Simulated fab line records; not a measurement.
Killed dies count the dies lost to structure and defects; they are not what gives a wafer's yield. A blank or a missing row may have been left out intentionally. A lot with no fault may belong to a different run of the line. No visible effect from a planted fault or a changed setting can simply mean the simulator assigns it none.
Which tool is to blame? + flow nand_harc + route of 1302 steps, sampled at 1 step: 11 lots, 33 wafers

## WHAT EACH GAUGE READ, for each wafer
NHARC_A_BLC_INSPECT_12.
| lot  | measured     | on                | raw_defect_count |
|------|--------------|-------------------|------------------|
| L248 | day 22 16:32 | defect_inspect-02 | 88 101 100       |
| L250 | day 23 07:33 | defect_inspect-02 | 78 69 73         |
| L249 | day 23 08:47 | defect_inspect-01 | 108 108 108      |
| L251 | day 24 12:05 | defect_inspect-02 | 108 116 109      |
| L253 | day 25 00:22 | defect_inspect-01 | 60 55 66         |
| L259 | day 27 08:16 | defect_inspect-02 | 92 88 79         |
| L260 | day 27 09:36 | defect_inspect-02 | 144 152 132      |
| L262 | day 28 17:23 | defect_inspect-02 | 69 78 77         |
| L263 | day 29 04:35 | defect_inspect-02 | 167 148 163      |
| L265 | day 29 10:29 | defect_inspect-02 | 25 22 26         |
| L270 | day 31 14:26 | defect_inspect-02 | 12 17 10         |

## EACH LOT AND THE TOOL THAT RAN IT (in order: tool; ch and the chambers of the sampled wafers; start)
There is no process step in the record ahead of these readings.

## THE ANSWER, worked out from the rows above alone
Rule: the usual values come from the lots themselves. The widest of any qualifying gaps counts: lots, ordered by their means at a reading, are off when they make up no more than a third of the lots, leave a main group of 4 or more, and stand apart from it by 3 or more times the standard deviation of that group's means. Not used: any main group whose means are identical at the precision the tables above print for the reading. Also off: a lot with no number at a reading for which 4 or more lots have one. The other lots that the step has rows for count as sound.
None of the lots is off at any reading shown; this tells nothing.

## WHAT THE SIMULATOR HAD PUT IN
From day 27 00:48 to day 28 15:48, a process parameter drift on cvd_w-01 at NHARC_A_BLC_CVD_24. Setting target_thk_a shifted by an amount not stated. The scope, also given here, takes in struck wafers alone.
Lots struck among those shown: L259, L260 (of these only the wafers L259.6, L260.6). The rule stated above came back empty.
